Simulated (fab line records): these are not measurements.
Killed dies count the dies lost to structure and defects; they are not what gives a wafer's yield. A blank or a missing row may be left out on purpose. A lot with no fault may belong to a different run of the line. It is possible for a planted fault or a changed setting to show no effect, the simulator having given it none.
Lot-split experiment || flow n5 finfet || on a route of 1938 steps: 7 lots, 39 wafers read

SPLIT DETAILS
At N5_SD_EPI_N_ETCH_35 (etches SOC in N2/H2, overetch 108 nm, time 486 s), the setting time s was moved away from the recipe's 486 s on 15 of the 39 wafers read, by -14.3% to +18.7%. For the rest of the wafers, this setting stayed at what the recipe calls for.

No step appears in the file between the split and the reading.

THE READING
SiARC_of_SD_EPI_N_COAT_33.thk nm (the simulator's own value, which no gauge read), in nm, at N5_SD_EPI_N_ETCHBACK_44 (etches SiNx in CH3F/O2, stops on SiO2, target depth 14.5 nm). The file does not state a usual value for it. Across the 24 wafers here that went through the recipe, the average is 16.1 nm and the standard deviation 0.26 nm.

{"wafer": "L074.1", "tool, chamber at the split": "rie diel-02, 1", "time s as run, s": 486, "against the recipe": "recipe", "SiARC_of_SD_EPI_N_COAT_33.thk nm, nm": 16.2, "against lot-mates on the recipe": "-"}
{"wafer": "L074.2", "tool, chamber at the split": "rie diel-02, 2", "time s as run, s": 561.3, "against the recipe": "+15.5%", "SiARC_of_SD_EPI_N_COAT_33.thk nm, nm": 13.4, "against lot-mates on the recipe": -2.7}
{"wafer": "L074.3", "tool, chamber at the split": "rie diel-02, 0", "time s as run, s": 561.3, "against the recipe": "+15.5%", "SiARC_of_SD_EPI_N_COAT_33.thk nm, nm": 13.6, "against lot-mates on the recipe": -2.5}
{"wafer": "L074.4", "tool, chamber at the split": "rie diel-02, 3", "time s as run, s": 561.3, "against the recipe": "+15.5%", "SiARC_of_SD_EPI_N_COAT_33.thk nm, nm": 13.2, "against lot-mates on the recipe": -2.9}
{"wafer": "L074.5", "tool, chamber at the split": "rie diel-02, 1", "time s as run, s": 486, "against the recipe": "recipe", "SiARC_of_SD_EPI_N_COAT_33.thk nm, nm": 16.2, "against lot-mates on the recipe": "-"}
{"wafer": "L074.6", "tool, chamber at the split": "rie diel-02, 2", "time s as run, s": 486, "against the recipe": "recipe", "SiARC_of_SD_EPI_N_COAT_33.thk nm, nm": 16, "against lot-mates on the recipe": "-"}
{"wafer": "L077.1", "tool, chamber at the split": "rie diel-05, 0", "time s as run, s": 416.7, "against the recipe": "-14.3%", "SiARC_of_SD_EPI_N_COAT_33.thk nm, nm": 17.8, "against lot-mates on the recipe": "+1.9"}
{"wafer": "L077.6", "tool, chamber at the split": "rie diel-05, 0", "time s as run, s": 416.7, "against the recipe": "-14.3%", "SiARC_of_SD_EPI_N_COAT_33.thk nm, nm": 17.8, "against lot-mates on the recipe": "+1.9"}
{"wafer": "L077.2", "tool, chamber at the split": "rie diel-05, 1", "time s as run, s": 486, "against the recipe": "recipe", "SiARC_of_SD_EPI_N_COAT_33.thk nm, nm": 16, "against lot-mates on the recipe": "-"}
{"wafer": "L077.3", "tool, chamber at the split": "rie diel-05, 2", "time s as run, s": 486, "against the recipe": "recipe", "SiARC_of_SD_EPI_N_COAT_33.thk nm, nm": 16, "against lot-mates on the recipe": "-"}
{"wafer": "L077.4", "tool, chamber at the split": "rie diel-05, 3", "time s as run, s": 416.7, "against the recipe": "-14.3%", "SiARC_of_SD_EPI_N_COAT_33.thk nm, nm": 18, "against lot-mates on the recipe": "+2.1"}
{"wafer": "L077.5", "tool, chamber at the split": "rie diel-05, 3", "time s as run, s": 486, "against the recipe": "recipe", "SiARC_of_SD_EPI_N_COAT_33.thk nm, nm": 15.6, "against lot-mates on the recipe": "-"}
{"wafer": "L078.1", "tool, chamber at the split": "rie diel-03, 2", "time s as run, s": 486, "against the recipe": "recipe", "SiARC_of_SD_EPI_N_COAT_33.thk nm, nm": 16.4, "against lot-mates on the recipe": "-"}
{"wafer": "L078.2", "tool, chamber at the split": "rie diel-03, 1", "time s as run, s": 486, "against the recipe": "recipe", "SiARC_of_SD_EPI_N_COAT_33.thk nm, nm": 16, "against lot-mates on the recipe": "-"}
{"wafer": "L078.3", "tool, chamber at the split": "rie diel-03, 0", "time s as run, s": 486, "against the recipe": "recipe", "SiARC_of_SD_EPI_N_COAT_33.thk nm, nm": 16.2, "against lot-mates on the recipe": "-"}
{"wafer": "L078.5", "tool, chamber at the split": "rie diel-03, 1", "time s as run, s": 486, "against the recipe": "recipe", "SiARC_of_SD_EPI_N_COAT_33.thk nm, nm": 16.2, "against lot-mates on the recipe": "-"}
{"wafer": "L078.4", "tool, chamber at the split": "rie diel-03, 3", "time s as run, s": 486, "against the recipe": "recipe", "SiARC_of_SD_EPI_N_COAT_33.thk nm, nm": 15.6, "against lot-mates on the recipe": "-"}
{"wafer": "L078.6", "tool, chamber at the split": "rie diel-03, 2", "time s as run, s": 486, "against the recipe": "recipe", "SiARC_of_SD_EPI_N_COAT_33.thk nm, nm": 16.6, "against lot-mates on the recipe": "-"}
{"wafer": "L081.1", "tool, chamber at the split": "rie diel-02, 0", "time s as run, s": 431.3, "against the recipe": "-11.3%", "SiARC_of_SD_EPI_N_COAT_33.thk nm, nm": 17.6, "against lot-mates on the recipe": "+1.6"}
{"wafer": "L081.2", "tool, chamber at the split": "rie diel-02, 2", "time s as run, s": 431.3, "against the recipe": "-11.3%", "SiARC_of_SD_EPI_N_COAT_33.thk nm, nm": 18, "against lot-mates on the recipe": "+2.0"}
{"wafer": "L081.3", "tool, chamber at the split": "rie diel-02, 1", "time s as run, s": 486, "against the recipe": "recipe", "SiARC_of_SD_EPI_N_COAT_33.thk nm, nm": 16.2, "against lot-mates on the recipe": "-"}
{"wafer": "L081.4", "tool, chamber at the split": "rie diel-02, 3", "time s as run, s": 486, "against the recipe": "recipe", "SiARC_of_SD_EPI_N_COAT_33.thk nm, nm": 15.8, "against lot-mates on the recipe": "-"}
{"wafer": "L081.5", "tool, chamber at the split": "rie diel-02, 0", "time s as run, s": 486, "against the recipe": "recipe", "SiARC_of_SD_EPI_N_COAT_33.thk nm, nm": 16, "against lot-mates on the recipe": "-"}
{"wafer": "L081.6", "tool, chamber at the split": "rie diel-02, 3", "time s as run, s": 431.3, "against the recipe": "-11.3%", "SiARC_of_SD_EPI_N_COAT_33.thk nm, nm": 17.2, "against lot-mates on the recipe": "+1.2"}
{"wafer": "L086.3", "tool, chamber at the split": "rie diel-02, 1", "time s as run, s": 486, "against the recipe": "recipe", "SiARC_of_SD_EPI_N_COAT_33.thk nm, nm": 16.6, "against lot-mates on the recipe": "-"}
{"wafer": "L086.4", "tool, chamber at the split": "rie diel-02, 3", "time s as run, s": 486, "against the recipe": "recipe", "SiARC_of_SD_EPI_N_COAT_33.thk nm, nm": 16, "against lot-mates on the recipe": "-"}
{"wafer": "L086.6", "tool, chamber at the split": "rie diel-02, 0", "time s as run, s": 486, "against the recipe": "recipe", "SiARC_of_SD_EPI_N_COAT_33.thk nm, nm": 16.4, "against lot-mates on the recipe": "-"}
{"wafer": "L090.1", "tool, chamber at the split": "rie diel-05, 0", "time s as run, s": 551.6, "against the recipe": "+13.5%", "SiARC_of_SD_EPI_N_COAT_33.thk nm, nm": 13.6, "against lot-mates on the recipe": -2.5}
{"wafer": "L090.2", "tool, chamber at the split": "rie diel-05, 2", "time s as run, s": 551.6, "against the recipe": "+13.5%", "SiARC_of_SD_EPI_N_COAT_33.thk nm, nm": 14.6, "against lot-mates on the recipe": -1.5}
{"wafer": "L090.3", "tool, chamber at the split": "rie diel-05, 3", "time s as run, s": 486, "against the recipe": "recipe", "SiARC_of_SD_EPI_N_COAT_33.thk nm, nm": 16, "against lot-mates on the recipe": "-"}
{"wafer": "L090.4", "tool, chamber at the split": "rie diel-05, 1", "time s as run, s": 486, "against the recipe": "recipe", "SiARC_of_SD_EPI_N_COAT_33.thk nm, nm": 16.2, "against lot-mates on the recipe": "-"}
{"wafer": "L090.5", "tool, chamber at the split": "rie diel-05, 2", "time s as run, s": 551.6, "against the recipe": "+13.5%", "SiARC_of_SD_EPI_N_COAT_33.thk nm, nm": 14.2, "against lot-mates on the recipe": -1.9}
{"wafer": "L090.6", "tool, chamber at the split": "rie diel-05, 3", "time s as run, s": 486, "against the recipe": "recipe", "SiARC_of_SD_EPI_N_COAT_33.thk nm, nm": 16, "against lot-mates on the recipe": "-"}
{"wafer": "L091.1", "tool, chamber at the split": "rie diel-03, 2", "time s as run, s": 576.8, "against the recipe": "+18.7%", "SiARC_of_SD_EPI_N_COAT_33.thk nm, nm": 13.2, "against lot-mates on the recipe": -3.1}
{"wafer": "L091.2", "tool, chamber at the split": "rie diel-03, 3", "time s as run, s": 486, "against the recipe": "recipe", "SiARC_of_SD_EPI_N_COAT_33.thk nm, nm": 16.2, "against lot-mates on the recipe": "-"}
{"wafer": "L091.3", "tool, chamber at the split": "rie diel-03, 1", "time s as run, s": 486, "against the recipe": "recipe", "SiARC_of_SD_EPI_N_COAT_33.thk nm, nm": 16.4, "against lot-mates on the recipe": "-"}
{"wafer": "L091.5", "tool, chamber at the split": "rie diel-03, 1", "time s as run, s": 486, "against the recipe": "recipe", "SiARC_of_SD_EPI_N_COAT_33.thk nm, nm": 16.4, "against lot-mates on the recipe": "-"}
{"wafer": "L091.4", "tool, chamber at the split": "rie diel-03, 2", "time s as run, s": 576.8, "against the recipe": "+18.7%", "SiARC_of_SD_EPI_N_COAT_33.thk nm, nm": 13.4, "against lot-mates on the recipe": -2.9}
{"wafer": "L091.6", "tool, chamber at the split": "rie diel-03, 3", "time s as run, s": 576.8, "against the recipe": "+18.7%", "SiARC_of_SD_EPI_N_COAT_33.thk nm, nm": 13.2, "against lot-mates on the recipe": -3.1}

FIT RESULTS
A straight line over all 39 wafers: SiARC_of_SD_EPI_N_COAT_33.thk nm changes by -0.147 nm for each +1% of time s; r = -0.98; the points scatter about the line by 0.3 nm.
The same after taking each lot's own level away (the mean of its wafers on the recipe; 39 wafers): -0.155 nm for each +1%; r = -0.98; scatter 0.26 nm.
That fit puts the effect of the largest move of time s on the reading at 2.9 nm.
The lots' own levels span 15.87 to 16.33 nm, that is 1.8 times the standard deviation above.
Hence the lot-to-lot level has little effect on the slope; both slopes agree.
Check: with one of the wafers moved furthest among these (+18.7%) left out of the fit, the line predicts -2.93 nm for it against its lot-mates. Against them it came out at -3.13 nm.

OTHER SPLITS ON THESE WAFERS
Before the reading, these wafers also passed through other splits. Each is held against what the fit with the lots' levels taken away leaves over:
{"other split on the same wafers": "N5_FIN_SAQP_MANDREL_ETCH_22 target depth a", "wafers away from the commonest value": 12, "r with SiARC_of_SD_EPI_N_COAT_33.thk nm (lot level and that fit taken away)": -0.09}
{"other split on the same wafers": "N5_DUMMY_GATE_ETCH_32 time s", "wafers away from the commonest value": 18, "r with SiARC_of_SD_EPI_N_COAT_33.thk nm (lot level and that fit taken away)": "+0.02"}

THE WHOLE CHAIN: every reading that the file lists as answering this split, in the file's order
{"step": "N5_SD_EPI_N_ETCH_35", "what it does": "etches SOC in N2/H2, overetch 108 nm, time 486 s", "reading": "SiARC_of_SD_EPI_N_COAT_33.thk nm (the simulator's own value, which no gauge read)", "change (the file's fit)": "-0.154 nm for each +1% of the setting", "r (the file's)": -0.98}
{"step": "N5_SD_EPI_N_ETCH_35", "what it does": "etches SOC in N2/H2, overetch 108 nm, time 486 s", "reading": "SD_EPI_N.cd nm (the simulator's own value, which no gauge read)", "change (the file's fit)": "+0.173 nm for each +1% of the setting", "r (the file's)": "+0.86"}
{"step": "N5_SD_EPI_N_ETCHBACK_44", "what it does": "etches SiNx in CH3F/O2, stops on SiO2, target depth 14.5 nm", "reading": "SiARC_of_SD_EPI_N_COAT_33.thk nm (the simulator's own value, which no gauge read)", "change (the file's fit)": "-0.156 nm for each +1% of the setting", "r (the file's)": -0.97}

THE FILE'S OWN FIT
SiARC_of_SD_EPI_N_COAT_33.thk nm changes by -0.156 nm for each +1% of time s, r = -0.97.
